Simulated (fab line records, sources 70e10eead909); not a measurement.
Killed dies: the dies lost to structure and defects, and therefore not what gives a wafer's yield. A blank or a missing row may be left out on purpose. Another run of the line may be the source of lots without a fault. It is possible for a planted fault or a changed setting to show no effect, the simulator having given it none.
The tool behind it: which one? :: flow nand harc :: 12 lots with 35 wafers sampled at 5 steps, on a route of 1302 steps

WHAT THE GAUGES SHOWED, per wafer
NHARC_END_SORT_01. Usual: killed at array 58, standard deviation 18; killed at other 1.0, standard deviation 1.5; killed at periphery 4, standard deviation 3.1; killed dies 64, standard deviation 18; killed open 3.4, standard deviation 1.9; killed short 2.7, standard deviation 1.7.
lot: L211
measured: day 25 17:06
on: prober-02
killed at array: 43 49 36
killed at other: 1 0 2
killed at periphery: 13 9 4
killed dies: 57 58 42
killed open: 7 4 1
killed short: 1 4 1
flag: 

lot: L221
measured: day 28 23:22
on: prober-02
killed at array: 56 63 55
killed at other: 1 2 0
killed at periphery: 4 2 4
killed dies: 61 67 59
killed open: 5 5 2
killed short: 4 2 3
flag: 

lot: L227
measured: day 33 01:08
on: prober-01
killed at array: 670 674
killed at other: 1 1
killed at periphery: 6 2
killed dies: 677 677
killed open: 1 4
killed short: 5 2
flag: OFF

lot: L229
measured: day 33 08:45
on: prober-02
killed at array: 673 672 663
killed at other: 1 1 6
killed at periphery: 3 4 8
killed dies: 677 677 677
killed open: 2 2 5
killed short: 1 4 4
flag: OFF

lot: L230
measured: day 33 09:34
on: prober-01
killed at array: 33 41 46
killed at other: 0 0 1
killed at periphery: 11 12 9
killed dies: 44 53 56
killed open: 5 9 4
killed short: 1 6 3
flag: 

WHICH TOOL RAN EACH LOT (tool, then ch and the chambers of the sampled wafers, then the start)
lot: L211
NHARC_A_CONTACT_ETCH_124: har cap etch-01 ch 0, day 23 02:17
NHARC_A_CONTACT_ETCH_130: har cap etch-01 ch 0, day 23 03:22
NHARC_A_CONTACT_ETCH_106: rie diel-12 ch 1,3, day 23 05:15
NHARC_A_CONTACT_DEP_85: pecvd-04 ch 0,1,2, day 23 07:48

lot: L210
NHARC_A_CONTACT_ETCH_124: har cap etch-02 ch 1, day 23 03:52
NHARC_A_CONTACT_ETCH_130: har cap etch-02 ch 1, day 23 04:56
NHARC_A_CONTACT_ETCH_106: rie diel-13 ch 0,2,3, day 23 06:44
NHARC_A_CONTACT_DEP_85: pecvd-03 ch 0,2, day 23 09:34

lot: L213
NHARC_A_CONTACT_ETCH_124: har cap etch-02 ch 0,1, day 23 11:28
NHARC_A_CONTACT_ETCH_130: har cap etch-02 ch 0,1, day 23 12:33
NHARC_A_CONTACT_ETCH_106: rie diel-12 ch 1,2,3, day 23 14:32
NHARC_A_CONTACT_DEP_85: pecvd-02 ch 0,1,2, day 23 19:04

lot: L215
NHARC_A_CONTACT_ETCH_124: har cap etch-03 ch 0,1, day 24 18:00
NHARC_A_CONTACT_ETCH_130: har cap etch-03 ch 0,1, day 24 19:05
NHARC_A_CONTACT_ETCH_106: rie diel-12 ch 0,1,2, day 24 21:06
NHARC_A_CONTACT_DEP_85: pecvd-02 ch 0,1, day 24 23:32

lot: L221
NHARC_A_CONTACT_ETCH_124: har cap etch-01 ch 0,1, day 26 09:42
NHARC_A_CONTACT_ETCH_130: har cap etch-01 ch 0,1, day 26 10:47
NHARC_A_CONTACT_ETCH_106: rie diel-12 ch 1,2, day 26 12:35
NHARC_A_CONTACT_DEP_85: pecvd-03 ch 0,1, day 26 17:59

lot: L219
NHARC_A_CONTACT_ETCH_124: har cap etch-02 ch 0,1, day 26 13:31
NHARC_A_CONTACT_ETCH_130: har cap etch-02 ch 0,1, day 26 14:37
NHARC_A_CONTACT_ETCH_106: rie diel-13 ch 0,1,3, day 26 16:24
NHARC_A_CONTACT_DEP_85: pecvd-02 ch 0,2, day 26 19:44

lot: L218
NHARC_A_CONTACT_ETCH_124: har cap etch-01 ch 0,1, day 26 18:34
NHARC_A_CONTACT_ETCH_130: har cap etch-01 ch 0,1, day 26 19:40
NHARC_A_CONTACT_ETCH_106: rie diel-13 ch 0,2,3, day 26 21:28
NHARC_A_CONTACT_DEP_85: pecvd-04 ch 0,1,2, day 26 23:50

lot: L227
NHARC_A_CONTACT_ETCH_124: har cap etch-01 ch 0, day 30 06:57
NHARC_A_CONTACT_ETCH_130: har cap etch-01 ch 0, day 30 08:02
NHARC_A_CONTACT_ETCH_106: rie diel-12 ch 1,2, day 30 09:49
NHARC_A_CONTACT_DEP_85: pecvd-04 ch 0,2, day 30 12:23

lot: L229
NHARC_A_CONTACT_ETCH_124: har cap etch-02 ch 0,1, day 30 18:01
NHARC_A_CONTACT_ETCH_130: har cap etch-02 ch 0,1, day 30 19:06
NHARC_A_CONTACT_ETCH_106: rie diel-13 ch 0,2,3, day 30 21:02
NHARC_A_CONTACT_DEP_85: pecvd-04 ch 1,2, day 31 00:56

lot: L230
NHARC_A_CONTACT_ETCH_124: har cap etch-03 ch 1, day 30 23:08
NHARC_A_CONTACT_ETCH_130: har cap etch-03 ch 1, day 31 00:13
NHARC_A_CONTACT_ETCH_106: rie diel-12 ch 2,3, day 31 02:48
NHARC_A_CONTACT_DEP_85: pecvd-02 ch 0,2, day 31 07:50

lot: L231
NHARC_A_CONTACT_ETCH_124: har cap etch-03 ch 0,1, day 31 13:26
NHARC_A_CONTACT_ETCH_130: har cap etch-03 ch 0,1, day 31 14:31
NHARC_A_CONTACT_ETCH_106: rie diel-02 ch 0,1,3, day 31 16:21
NHARC_A_CONTACT_DEP_85: pecvd-02 ch 0,2, day 31 19:59

lot: L232
NHARC_A_CONTACT_ETCH_124: har cap etch-02 ch 0,1, day 31 15:46
NHARC_A_CONTACT_ETCH_130: har cap etch-02 ch 0,1, day 31 16:51
NHARC_A_CONTACT_ETCH_106: rie diel-12 ch 0,1,3, day 31 18:39
NHARC_A_CONTACT_DEP_85: pecvd-04 ch 0,1,2, day 32 01:25
- NHARC_A_CONTACT_ETCH_124: etches the open film in C4F8/O2/Ar, time 140 s, target depth 700 nm.
- NHARC_A_CONTACT_ETCH_130: etches the open film in C4F8/O2/Ar, time 197 s, target depth 1918 nm.
- NHARC_A_CONTACT_ETCH_106: etches the open film in CF4/O2, target depth 90 nm, overetch 9 nm, time 49.5 s.
- NHARC_A_CONTACT_DEP_85: deposits SiON, target thk 60 nm.

AS READ BY THE TOOLS THEMSELVES (means over the sampled wafers that have a number; for cases with no such wafer, the mark the record gives instead)
NHARC_A_CONTACT_ETCH_106. Usual: bias w 99.99 W, standard deviation 0.28; cf4 flow sccm 79.99 sccm, standard deviation 0.24; drypump motor current A 5.69 A, standard deviation 0.25; mfc ar sccm 0.016 sccm, standard deviation 0.012; oes_f_703_au 0.999 a.u., standard deviation 0.0051; oes product au 1.002 a.u., standard deviation 0.0099; rf vpp V 197.7 V, standard deviation 1.4; showerhead plenum p Torr 1.33 Torr, standard deviation 0.054; throttle valve pct 13.398 %, standard deviation 0.0082.
lot: L211
tool: rie diel-12
bias w (W): 100.05
cf4 flow sccm (sccm): 80.03
drypump motor current A (A): 5.50
mfc ar sccm (sccm): 0.009
oes_f_703_au (a.u.): 0.997
oes product au (a.u.): 0.995
rf vpp V (V): 199.3
showerhead plenum p Torr (Torr): 1.36
throttle valve pct (%): 13.395
flag: 

lot: L210
tool: rie diel-13
bias w (W): 100.08
cf4 flow sccm (sccm): 80.03
drypump motor current A (A): 5.84
mfc ar sccm (sccm): 0.015
oes_f_703_au (a.u.): 1.001
oes product au (a.u.): 1.011
rf vpp V (V): 197.4
showerhead plenum p Torr (Torr): 1.33
throttle valve pct (%): 13.407
flag: 

lot: L213
tool: rie diel-12
bias w (W): 100.05
cf4 flow sccm (sccm): 79.69
drypump motor current A (A): 5.68
mfc ar sccm (sccm): 0.018
oes_f_703_au (a.u.): 1.003
oes product au (a.u.): 1.001
rf vpp V (V): 199.4
showerhead plenum p Torr (Torr): 1.36
throttle valve pct (%): 13.401
flag: 

lot: L215
tool: rie diel-12
bias w (W): 99.78
cf4 flow sccm (sccm): 79.62
drypump motor current A (A): 5.54
mfc ar sccm (sccm): 0.013
oes_f_703_au (a.u.): 0.998
oes product au (a.u.): 1.002
rf vpp V (V): 198.7
showerhead plenum p Torr (Torr): 1.34
throttle valve pct (%): 13.393
flag: 

lot: L221
tool: rie diel-12
bias w (W): 99.86
cf4 flow sccm (sccm): 80.15
drypump motor current A (A): 5.53
mfc ar sccm (sccm): 0.009
oes_f_703_au (a.u.): 0.996
oes product au (a.u.): 0.997
rf vpp V (V): 198.8
showerhead plenum p Torr (Torr): 1.39
throttle valve pct (%): 13.388
flag: 

lot: L219
tool: rie diel-13
bias w (W): 100.12
cf4 flow sccm (sccm): 79.94
drypump motor current A (A): 5.90
mfc ar sccm (sccm): 0.018
oes_f_703_au (a.u.): 1.001
oes product au (a.u.): 1.003
rf vpp V (V): 198.5
showerhead plenum p Torr (Torr): 1.35
throttle valve pct (%): 13.399
flag: 

lot: L218
tool: rie diel-13
bias w (W): 99.67
cf4 flow sccm (sccm): 79.84
drypump motor current A (A): 5.86
mfc ar sccm (sccm): 0.015
oes_f_703_au (a.u.): 0.999
oes product au (a.u.): 1.011
rf vpp V (V): 197.0
showerhead plenum p Torr (Torr): 1.32
throttle valve pct (%): 13.398
flag: 

lot: L227
tool: rie diel-12
bias w (W): 100.08
cf4 flow sccm (sccm): 80.11
drypump motor current A (A): 5.62
mfc ar sccm (sccm): 0.013
oes_f_703_au (a.u.): 0.997
oes product au (a.u.): 1.014
rf vpp V (V): 198.9
showerhead plenum p Torr (Torr): 1.38
throttle valve pct (%): 13.394
flag: 

lot: L229
tool: rie diel-13
bias w (W): 100.06
cf4 flow sccm (sccm): 80.13
drypump motor current A (A): 5.85
mfc ar sccm (sccm): 0.015
oes_f_703_au (a.u.): 0.999
oes product au (a.u.): 1.008
rf vpp V (V): 197.3
showerhead plenum p Torr (Torr): 1.32
throttle valve pct (%): 13.396
flag: 

lot: L230
tool: rie diel-12
bias w (W): 100.28
cf4 flow sccm (sccm): 79.95
drypump motor current A (A): 5.87
mfc ar sccm (sccm): 0.027
oes_f_703_au (a.u.): 0.999
oes product au (a.u.): 1.009
rf vpp V (V): 197.6
showerhead plenum p Torr (Torr): 1.35
throttle valve pct (%): 13.395
flag: 

lot: L231
tool: rie diel-02
bias w (W): 99.90
cf4 flow sccm (sccm): 80.10
drypump motor current A (A): 5.70
mfc ar sccm (sccm): 0.017
oes_f_703_au (a.u.): 0.999
oes product au (a.u.): 0.995
rf vpp V (V): 196.9
showerhead plenum p Torr (Torr): 1.31
throttle valve pct (%): 13.397
flag: 

lot: L232
tool: rie diel-12
bias w (W): 99.87
cf4 flow sccm (sccm): 80.11
drypump motor current A (A): 5.50
mfc ar sccm (sccm): 0.013
oes_f_703_au (a.u.): 0.997
oes product au (a.u.): 0.999
rf vpp V (V): 196.8
showerhead plenum p Torr (Torr): 1.30
throttle valve pct (%): 13.400
flag: 

NHARC_A_CONTACT_DEP_85. Usual: chamber pressure Torr 3.502 Torr, standard deviation 0.0079; heater power outer w 438 W, standard deviation 68; heater power w 744 W, standard deviation 94; susceptor temp C 400.02 C, standard deviation 0.21.
lot: L211
tool: pecvd-04
chamber pressure Torr (Torr): 3.496
heater power outer w (W): 489
heater power w (W): 835
susceptor temp C (C): 399.91
flag: 

lot: L210
tool: pecvd-03
chamber pressure Torr (Torr): 3.500
heater power outer w (W): 401
heater power w (W): 698
susceptor temp C (C): 400.22
flag: 

lot: L213
tool: pecvd-02
chamber pressure Torr (Torr): 3.507
heater power outer w (W): 427
heater power w (W): 700
susceptor temp C (C): 400.06
flag: 

lot: L215
tool: pecvd-02
chamber pressure Torr (Torr): 3.502
heater power outer w (W): 374
heater power w (W): 650
susceptor temp C (C): 399.99
flag: 

lot: L221
tool: pecvd-03
chamber pressure Torr (Torr): 3.499
heater power outer w (W): 415
heater power w (W): 702
susceptor temp C (C): 399.65
flag: 

lot: L219
tool: pecvd-02
chamber pressure Torr (Torr): 3.505
heater power outer w (W): 378
heater power w (W): 625
susceptor temp C (C): 400.17
flag: 

lot: L218
tool: pecvd-04
chamber pressure Torr (Torr): 3.497
heater power outer w (W): 511
heater power w (W): 864
susceptor temp C (C): 399.97
flag: 

lot: L227
tool: pecvd-04
chamber pressure Torr (Torr): -
heater power outer w (W): -
heater power w (W): -
susceptor temp C (C): -
flag: OFF

lot: L229
tool: pecvd-04
chamber pressure Torr (Torr): -
heater power outer w (W): -
heater power w (W): -
susceptor temp C (C): -
flag: OFF

lot: L230
tool: pecvd-02
chamber pressure Torr (Torr): 3.501
heater power outer w (W): 397
heater power w (W): 662
susceptor temp C (C): 400.00
flag: 

lot: L231
tool: pecvd-02
chamber pressure Torr (Torr): 3.504
heater power outer w (W): 389
heater power w (W): 667
susceptor temp C (C): 400.01
flag: 

lot: L232
tool: pecvd-04
chamber pressure Torr (Torr): 3.497
heater power outer w (W): 485
heater power w (W): 822
susceptor temp C (C): 400.07
flag: 

THE ANSWER, worked out from the rows above alone
Rule: take the mean of a lot's wafers that have a number; if it is more than 3 standard deviations from the usual mean, the lot is off. A lot without any number at a reading at which 4 lots or more have one is off too. Where the step has rows for the other lots, those lots are counted as sound. After the gauges, taken in route order, come the tools' own readings; for these a lot's mean is taken, as printed above. The first step at which some lot is off is used, and at that step the reading that is off furthest; a lot without a number counts as furthest.
Off at NHARC_END_SORT_01 (killed at array): L227, L229. Neither off nor sound, because the step has no rows for them: L210, L213, L215, L219, L218, L231, L232.
A tool fits if, at a process step before that reading, it ran every lot that is off, and no sound lot after the first of them. The gauges at NHARC_END_SORT_01 aren't tried: what is off there is off at NHARC_A_CONTACT_DEP_85 too, on other tools, and a gauge's error can't cause that. One candidate fits, namely pecvd-04 at NHARC_A_CONTACT_DEP_85. A fault onset in the window from L211 (day 23 07:48, its last sound lot) to L227 (day 30 12:23, its first lot off) fits.
Blank at NHARC_A_CONTACT_DEP_85 on the lots that are off, where sound lots have numbers: chamber pressure Torr, heater power outer w, heater power w, susceptor temp C.

WHAT HAD BEEN PUT IN BY THE SIMULATOR
Step skipped in full: pecvd-04, at NHARC_A_CONTACT_DEP_85, from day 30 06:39 onward. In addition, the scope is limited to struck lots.
Lots struck among those shown: L227, L229. Same finding as the rule above.
